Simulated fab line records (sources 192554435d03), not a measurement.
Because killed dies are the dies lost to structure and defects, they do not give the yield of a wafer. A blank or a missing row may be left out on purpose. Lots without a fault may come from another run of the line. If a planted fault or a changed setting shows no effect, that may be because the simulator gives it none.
Chamber matching | flow n5 finfet | rie diel-02 running N5_GATE_CUT_ETCH_36: 4 sister chambers
The step etches SiARC in CF4, target depth 13 nm, time 21.7 s. 8 wafers are shown with their chamber, then 11 later ones without.

== WAFERS PAIRED WITH THEIR CHAMBERS ==
wafer  | chamber | drypump motor current A (A) | showerhead plenum p Torr (Torr)
L079.1 | 2       | 5.1                         | 2.09
L084.1 | 3       | 4.9                         | 2.20
L084.2 | 0       | 6.1                         | 2.22
L084.6 | 0       | 6.1                         | 2.22
L088.2 | 1       | 5.8                         | 2.11
L088.5 | 1       | 5.8                         | 2.11
L088.6 | 2       | 5.0                         | 2.08
L089.1 | 3       | 4.9                         | 2.20

== WAFERS WITHOUT THEIR CHAMBER ==
wafer  | drypump motor current A (A) | showerhead plenum p Torr (Torr)
L089.4 | 5.8                         | 2.11
L089.6 | 4.9                         | 2.20
L094.1 | 5.1                         | 2.08
L094.3 | 5.8                         | 2.11
L094.4 | 4.9                         | 2.20
L095.2 | 6.1                         | 2.22
L095.4 | 5.8                         | 2.11
L095.5 | 6.1                         | 2.22
L096.1 | 6.1                         | 2.22
L096.3 | 5.1                         | 2.08
L096.6 | 5.1                         | 2.08

== WHICH CHAMBER EACH ONE RAN IN ==
wafer  | from the rows above | in truth
L089.4 | 1                   | 1
L089.6 | 3                   | 3
L094.1 | 2                   | 2
L094.3 | 1                   | 1
L094.4 | 3                   | 3
L095.2 | 0                   | 0
L095.4 | 1                   | 1
L095.5 | 0                   | 0
L096.1 | 0                   | 0
L096.3 | 2                   | 2
L096.6 | 2                   | 2
11 of 11 placed correctly. Can't be placed from these rows: 0. Number placed wrongly: 0.
How it was worked out, from the rows above alone: a wafer's distance from a chamber is the root of the sum, over the readings, of the square of ((its reading less the chamber's mean) divided by the reading's scatter). If the next closest chamber is less than 2 further off than the closest, the wafer can't be placed; otherwise it belongs to the closest. The mean given for a chamber averages the wafers shown for that chamber. The scatter: the root of (the sum of the squares of (reading less its chamber's mean) over the shown wafers, divided by (wafers less chambers)).
